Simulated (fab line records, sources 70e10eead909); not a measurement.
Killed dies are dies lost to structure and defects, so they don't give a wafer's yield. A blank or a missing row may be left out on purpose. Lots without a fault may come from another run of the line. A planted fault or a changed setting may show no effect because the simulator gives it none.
Which tool did it? | flow nand_harc | 14 lots, 42 wafers sampled, at 4 steps of a route of 1159

WHAT THE GAUGES READ, wafer by wafer
NHARC_END_SORT_01. Usual: killed_at_array 28, standard deviation 11; killed_at_other 0.5, standard deviation 0.87; killed_at_periphery 2.9, standard deviation 2.2; killed_dies 32, standard deviation 11; killed_open 3.2, standard deviation 1.9; killed_short 1.8, standard deviation 1.4.
lot  | measured     | on        | killed_at_array | killed_at_other | killed_at_periphery | killed_dies | killed_open | killed_short | flag
L375 | day 19 15:26 | prober-01 | 29 17 22        | 2 0 0           | 3 3 5               | 34 20 27    | 4 1 4       | 5 1 3        |
L376 | day 19 16:14 | prober-02 | 27 21 19        | 1 1 0           | 5 1 3               | 33 23 22    | 4 3 4       | 1 1 3        |
L380 | day 21 03:29 | prober-02 | 34 38 30        | 3 3 3           | 3 5 3               | 40 46 36    | 5 6 5       | 1 4 2        |
L381 | day 21 12:56 | prober-01 | 36 28 33        | 1 0 0           | 3 0 2               | 40 28 35    | 2 2 2       | 0 2 1        |
L384 | day 21 20:40 | prober-02 | 15 16 11        | 0 0 1           | 1 2 0               | 16 18 12    | 4 5 4       | 1 4 2        |
L386 | day 22 03:39 | prober-02 | 14 18 15        | 0 0 0           | 2 0 0               | 16 18 15    | 4 4 2       | 0 0 0        |
L394 | day 23 22:55 | prober-02 | 29 17 19        | 0 0 0           | 31 93 41            | 60 110 60   | 1 0 4       | 1 1 1        | OFF
L395 | day 24 19:07 | prober-01 | 21 18 23        | 0 1 2           | 90 91 91            | 111 110 116 | 7 4 4       | 0 0 0        | OFF

WHICH TOOL RAN EACH LOT (tool, then ch and the chambers of the sampled wafers, then the start)
lot  | NHARC_P_CONTACT_CVD_23        | NHARC_THIN_TSV_DEP_47           | NHARC_THIN_TSV_ANNEAL_52
L375 | cvd_w-02 ch 0,1, day 6 03:36  | pecvd-03 ch 0,1,2, day 19 02:00 | rtp_anneal-01 ch 0, day 19 04:14
L378 | cvd_w-02 ch 1, day 6 17:07    | pecvd-02 ch 0,1,2, day 19 08:39 | rtp_anneal-02 ch 0, day 19 15:14
L376 | cvd_w-01 ch 1, day 6 17:13    | pecvd-02 ch 0,1,2, day 19 02:41 | rtp_anneal-01 ch 0, day 19 04:58
L380 | cvd_w-01 ch 0,1, day 7 02:40  | pecvd-03 ch 0,1, day 20 15:20   | rtp_anneal-02 ch 0, day 20 17:27
L379 | cvd_w-01 ch 0,1, day 7 03:23  | pecvd-03 ch 1,2, day 20 14:02   | rtp_anneal-02 ch 0, day 20 16:17
L382 | cvd_w-01 ch 0,1, day 7 12:34  | pecvd-02 ch 0,2, day 20 06:37   | rtp_anneal-02 ch 0, day 20 08:44
L381 | cvd_w-01 ch 0,1, day 7 15:56  | pecvd-02 ch 0,1,2, day 20 19:42 | rtp_anneal-01 ch 0, day 20 21:52
L384 | cvd_w-01 ch 0,1, day 8 09:41  | pecvd-02 ch 0,1, day 21 02:15   | rtp_anneal-01 ch 0, day 21 04:23
L387 | cvd_w-01 ch 0,1, day 8 19:02  | pecvd-02 ch 0,1,2, day 21 03:24 | rtp_anneal-02 ch 0, day 21 05:31
L386 | cvd_w-02 ch 0,1, day 8 19:57  | pecvd-02 ch 0,1, day 21 04:27   | rtp_anneal-02 ch 0, day 21 06:39
L388 | cvd_w-01 ch 0,1, day 9 06:31  | pecvd-03 ch 0,1,2, day 21 23:47 | rtp_anneal-02 ch 0, day 22 01:54
L392 | cvd_w-01 ch 0,1, day 10 08:34 | pecvd-02 ch 0,1,2, day 23 03:31 | rtp_anneal-02 ch 0, day 23 05:39
L394 | cvd_w-01 ch 0,1, day 10 18:38 | pecvd-01 ch 0,1,2, day 23 05:42 | rtp_anneal-01 ch 0, day 23 08:29
L395 | cvd_w-01 ch 1, day 11 08:25   | pecvd-03 ch 0,2, day 24 05:56   | rtp_anneal-01 ch 0, day 24 08:04
- NHARC_P_CONTACT_CVD_23: deposits W, target thk 200 nm, time 557 s.
- NHARC_THIN_TSV_DEP_47: deposits SiO2, target thk 200 nm.
- NHARC_THIN_TSV_ANNEAL_52: time 90 s.

WHAT THE TOOLS THEMSELVES READ (means of the sampled wafers that have a number; where no wafer has one, the mark that the record gives instead)
NHARC_P_CONTACT_CVD_23. Usual: heater_power_outer_w 277 W, standard deviation 24; heater_power_w 467 W, standard deviation 38; throttle_valve_pct 8.13 %, standard deviation 0.22.
lot  | tool     | heater_power_outer_w (W) | heater_power_w (W) | throttle_valve_pct (%) | flag
L375 | cvd_w-02 | 285                      | 450                | 8.01                   |
L378 | cvd_w-02 | 257                      | 440                | 8.35                   |
L376 | cvd_w-01 | 264                      | 459                | 8.09                   |
L380 | cvd_w-01 | 293                      | 508                | 8.03                   |
L379 | cvd_w-01 | 276                      | 487                | 8.27                   |
L382 | cvd_w-01 | 279                      | 491                | 8.07                   |
L381 | cvd_w-01 | 276                      | 486                | 8.12                   |
L384 | cvd_w-01 | 281                      | 485                | 8.10                   |
L387 | cvd_w-01 | 277                      | 491                | 7.97                   |
L386 | cvd_w-02 | 286                      | 454                | 8.12                   |
L388 | cvd_w-01 | 279                      | 483                | 8.10                   |
L392 | cvd_w-01 | 280                      | 482                | 8.19                   |
L394 | cvd_w-01 | 293                      | 512                | 8.01                   |
L395 | cvd_w-01 | 265                      | 469                | 8.16                   |

NHARC_THIN_TSV_DEP_47. Usual: flow_sccm 2650 sccm, standard deviation 7.8; throttle_valve_pct 16.1 %, standard deviation 0.39.
lot  | tool     | flow_sccm (sccm) | throttle_valve_pct (%) | flag
L375 | pecvd-03 | 2654             | 16.5                   |
L378 | pecvd-02 | 2651             | 15.8                   |
L376 | pecvd-02 | 2656             | 16.0                   |
L380 | pecvd-03 | 2647             | 16.6                   |
L379 | pecvd-03 | 2654             | 16.5                   |
L382 | pecvd-02 | 2657             | 15.8                   |
L381 | pecvd-02 | 2652             | 16.0                   |
L384 | pecvd-02 | 2656             | 16.3                   |
L387 | pecvd-02 | 2650             | 15.9                   |
L386 | pecvd-02 | 2648             | 16.3                   |
L388 | pecvd-03 | 2647             | 16.1                   |
L392 | pecvd-02 | 2651             | 15.5                   |
L394 | pecvd-01 | 2645             | 16.0                   |
L395 | pecvd-03 | 2645             | 16.4                   |

NHARC_THIN_TSV_ANNEAL_52. Usual: wafer_temp_C_max 225.98, standard deviation 0.28.
lot  | tool          | wafer_temp_C_max | flag
L375 | rtp_anneal-01 | 226.18           |
L378 | rtp_anneal-02 | 225.50           |
L376 | rtp_anneal-01 | 225.87           |
L380 | rtp_anneal-02 | 226.19           |
L379 | rtp_anneal-02 | 226.02           |
L382 | rtp_anneal-02 | 225.99           |
L381 | rtp_anneal-01 | 226.25           |
L384 | rtp_anneal-01 | 225.94           |
L387 | rtp_anneal-02 | 225.93           |
L386 | rtp_anneal-02 | 225.79           |
L388 | rtp_anneal-02 | 225.68           |
L392 | rtp_anneal-02 | 225.81           |
L394 | rtp_anneal-01 | 226.01           |
L395 | rtp_anneal-01 | 226.26           |

THE ANSWER, worked out from the rows above alone
Rule: a lot is off if the mean of its wafers that have a number lies more than 3 standard deviations from the usual mean. A lot without any number at a reading at which 4 lots or more have one is off too. The other lots that the step has rows for count as sound. The gauges are gone through in route order, then the tools' own readings, and for those a lot's mean is taken as printed above. The first step at which some lot is off is used, and at that step the reading that is off furthest; a lot without a number counts as furthest.
Off: L394, L395, at NHARC_END_SORT_01 (killed_at_periphery). Neither off nor sound, because the step has no rows for them: L378, L379, L382, L387, L388, L392.
A tool fits if, at a process step before that reading, it ran every lot that is off, and no sound lot after the first of them. The gauges at NHARC_END_SORT_01 are tried like those tools. Can't be told from this: 2 tools fit, cvd_w-01 at NHARC_P_CONTACT_CVD_23, rtp_anneal-01 at NHARC_THIN_TSV_ANNEAL_52.

WHAT THE SIMULATOR HAD PUT IN
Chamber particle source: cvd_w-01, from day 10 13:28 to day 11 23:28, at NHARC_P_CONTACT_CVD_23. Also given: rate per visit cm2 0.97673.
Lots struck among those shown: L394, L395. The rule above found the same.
